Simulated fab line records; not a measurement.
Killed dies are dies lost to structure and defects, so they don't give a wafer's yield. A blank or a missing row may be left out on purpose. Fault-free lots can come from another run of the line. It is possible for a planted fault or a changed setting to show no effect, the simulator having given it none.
The tool behind it: which one? ; flow nandHarc ; at 1 step of a route of 1159, 14 lots with 42 wafers sampled

== WHAT THE GAUGES READ, wafer by wafer ==
NHARC_A_BLC_CD_MEAS_19. Usual: cdNm reads 99.7 nm (standard deviation 1.8).
lot;measured;on;cdNm (nm);flag
L793;day 18 05:37;cdSem-03;98.4 97.7 98.7;
L794;day 18 07:34;cdSem-02;102.0 101.0 100.1;
L795;day 18 11:32;cdSem-02;102.4 99.1 100.1;
L797;day 18 13:43;cdSem-02;101.9 100.6 103.8;
L799;day 19 13:10;cdSem-02;96.9 98.1 99.8;
L801;day 19 17:30;cdSem-03;99.2 98.3 98.1;
L800;day 19 23:41;cdSem-01;97.8 99.6 95.0;
L802;day 21 03:03;cdSem-03;98.0 99.1 99.8;
L806;day 21 06:55;cdSem-03;99.6 99.0 101.3;
L804;day 21 15:37;cdSem-01;99.9 98.7 99.4;
L808;day 22 06:35;cdSem-02;100.8 101.7 102.2;
L810;day 22 07:26;cdSem-03;99.4 99.9 102.4;
L813;day 22 18:32;cdSem-02;100.0 98.9 100.2;
L814;day 22 22:18;cdSem-01;100.5 100.3 99.2;

== EACH LOT AND THE TOOL THAT RAN IT (in order: tool; ch and the chambers of the sampled wafers; start) ==
No process step before these readings appears in the record.

== AS READ BY THE TOOLS THEMSELVES (means over the sampled wafers that have a number; for cases with no such wafer, the mark the record gives instead) ==
The record holds no such reading with a usual standard deviation.

== THE ANSWER, worked out from the rows above alone ==
Rule: a lot is off if the mean of its wafers that have a number lies more than 3 standard deviations from the usual mean. A lot without any number at a reading at which 4 lots or more have one is off too. Where the step has rows for the other lots, those lots are counted as sound. The gauges are gone through in route order, then the tools' own readings, and for those a lot's mean is taken as printed above. At the first step where some lot is off, the reading lying furthest off is the one used; lots without a number count as furthest.
No lot is off on any of the readings shown, so nothing can be concluded from this.

== WHAT WAS PUT IN BY THE SIMULATOR ==
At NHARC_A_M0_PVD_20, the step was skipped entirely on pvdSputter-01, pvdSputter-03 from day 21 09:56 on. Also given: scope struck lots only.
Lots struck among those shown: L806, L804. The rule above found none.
